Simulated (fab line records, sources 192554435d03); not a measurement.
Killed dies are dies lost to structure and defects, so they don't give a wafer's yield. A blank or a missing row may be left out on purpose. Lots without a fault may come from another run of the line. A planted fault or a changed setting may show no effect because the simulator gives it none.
Chamber matching | flow n5_finfet | N5_BEOL_M0_SAQP_ETCH_88 on rie_diel-03: 4 sister chambers
The step etches underlayer in N2/H2, target depth 6.5 nm, time 5.2 s. 4 wafers are shown with their chamber, then 9 later ones without.

WAFERS WITH THEIR CHAMBER
wafer  | chamber | showerhead_plenum_p_Torr (Torr)
L088.2 | 1       | 2.51
L091.1 | 3       | 2.61
L091.3 | 0       | 2.54
L091.4 | 2       | 2.41

WAFERS WITHOUT THEIR CHAMBER
wafer  | showerhead_plenum_p_Torr (Torr)
L094.2 | 2.41
L094.3 | 2.54
L094.5 | 2.50
L095.1 | 2.61
L095.2 | 2.50
L095.4 | 2.41
L097.2 | 2.50
L097.3 | 2.41
L097.6 | 2.41

WHICH CHAMBER EACH WENT THROUGH
wafer  | from the rows above | in truth
L094.2 | 2                   | 2
L094.3 | 0                   | 0
L094.5 | 1                   | 1
L095.1 | 3                   | 3
L095.2 | 1                   | 1
L095.4 | 2                   | 2
L097.2 | 1                   | 1
L097.3 | 2                   | 2
L097.6 | 2                   | 2
Placed correctly: 9 of 9. Can't be placed from these rows: 0. Placed wrongly: 0.
How it was worked out, from the rows above alone: a wafer's distance from a chamber is the root of the sum, over the readings, of the square of ((its reading less the chamber's mean) divided by the reading's scatter). The wafer belongs to the nearest chamber; if the next one is less than 2 further off, it can't be placed. A chamber's mean is the mean of its shown wafers. The scatter: with one shown wafer a chamber, the root of the mean of the squares of how far each hidden wafer lies from its nearest shown one.
